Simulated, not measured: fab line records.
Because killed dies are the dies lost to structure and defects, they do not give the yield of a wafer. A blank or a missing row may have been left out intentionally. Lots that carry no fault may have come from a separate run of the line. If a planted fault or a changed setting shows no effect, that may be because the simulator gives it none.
A lot that was struck, set against a sound lot :: flow n5Finfet :: 15 steps out of a route of 1938
Sound: these wafers, L125.1, L125.2, L125.6. Struck: wafer L130.2 (left out: L130.5, a lot-mate that was not struck); the cause follows at the end.
Each step with rows lists, per side, the tool, then ch with its chambers, then its first start. Under that, the readings that differ: sound wafers :: struck wafers :: difference of the means :: sigmas: that difference in standard deviations of wafers without a fault.
alike: readings with means less than 2 such deviations apart, plus words and numbers identical on both sides. not compared: withheld readings, readings lacking a value on some wafer, bounds such as >300 that could conceal the same value, and numbers that have no deviation in the record and whose values overlap.
Wherever a step has rows on one side only, a row that says differs or no value, or a row with sigmas, the two part there. Numbers that don't overlap but have no deviation are shown without sigmas and don't part them. Lack of a reading on every wafer of one side parts them only where that side has two or more wafers.

N5_BEOL_M8_HM_DEP_02: deposits TiN, target thk 20 nm.
  sound: pvdSputter-03 at day 12 12:06; struck: pvdSputter-01 at day 13 19:36
  alike: throttleValvePct
then, 8 steps without rows for these wafers: N5_BEOL_M8_COAT_59 (time 60 s, resist thk 100 nm); N5_BEOL_M8_COAT_60 (time 60 s, resist thk 35 nm); N5_BEOL_M8_COAT_05 (resist thk 90 nm); N5_BEOL_M8_EBR_07; N5_BEOL_M8_SOFTBAKE_06 (time 60 s); N5_BEOL_M8_EXPOSE_08 (exposes mask M8); N5_BEOL_M8_PEB_09 (peb time 60 s); N5_BEOL_M8_DEVELOP_10 (develop time 30 s).
N5_BEOL_M8_CD_MEAS_11 targets a cd of 38.5 nm.
  sound on cdSem-01 ch 0, day 12 12:29; struck on cdSem-03 ch 0, day 13 20:06
reading: cdNm (nm)
sound: 38.0 38.2 38.2
struck: 39.2
difference: +1.1
sigmas: +2
N5_BEOL_M8_OVL_MEAS_12:
  sound on overlay-02 ch 0, day 12 12:31; struck on overlay-01 ch 0, day 13 20:08
  alike: M8_OVL
N5_BEOL_M8_INSPECT_13: inspects for defects (brightfield).
  sound: defectInspect-02 at day 12 12:32; struck: defectInspect-01 at day 13 20:10
  alike: rawDefectCount
N5_BEOL_M8_DESCUM_16: chemistry O2, time 7.9 s.
  sound on rieDiel-02 ch 0,1,2, day 12 12:42; struck on rieDiel-02 ch 2, day 13 20:26
reading: oesProductAu (a.u.)
sound: 0.98 0.81 0.69
struck: 0.69
difference: -0.14
sigmas: -2

reading: model.CAR-ArF_of_BEOL_M8_COAT_05.thkNm (nm)
sound: 84 83.4 83.6
struck: 84.2
difference: +0.5
sigmas: 
  alike: biasPowerW, drypumpMotorCurrentA, rfVppV, showerheadPlenumPTorr, throttleValvePct
  not compared: rfHoursCounterH
N5_BEOL_M8_ETCH_61: etches SiARC in CF4, target depth 45.5 nm, time 75.8 s.
  sound on rieDiel-02 ch 0,1,2, day 12 12:44; struck on rieDiel-02 ch 2, day 13 20:29
reading: oesProductAu (a.u.)
sound: 0.85 0.70 0.59
struck: 0.58
difference: -0.13
sigmas: -2

reading: throttleValvePct (%)
sound: 15.03 15.62 16.11
struck: 16.14
difference: +0.55
sigmas: +2

reading: model.CAR-ArF_of_BEOL_M8_COAT_05.thkNm (nm)
sound: 51.4 50.8 51
struck: 51.6
difference: +0.5
sigmas: 
  alike: biasW, drypumpMotorCurrentA, etchRfOnTimeS, rfVppV, showerheadPlenumPTorr
  not compared: rfHoursCounterH
N5_BEOL_M8_ETCH_62: etches SOC in N2/H2, target depth 110 nm, overetch 22 nm, time 165 s.
  sound on rieDiel-02 ch 0,1,2, day 12 12:47; struck on rieDiel-02 ch 2, day 13 20:32
  alike: biasW, drypumpMotorCurrentA, oesProductAu, rfVppV, showerheadPlenumPTorr, throttleValvePct
  not compared: rfHoursCounterH

== WHERE THEY PART ==
Last at N5_BEOL_M8_ETCH_61 as far as this record goes, first at N5_BEOL_M8_CD_MEAS_11. Later steps at which nothing parts them and some readings are alike: N5_BEOL_M8_ETCH_62.

WHY: whatever the simulator had introduced
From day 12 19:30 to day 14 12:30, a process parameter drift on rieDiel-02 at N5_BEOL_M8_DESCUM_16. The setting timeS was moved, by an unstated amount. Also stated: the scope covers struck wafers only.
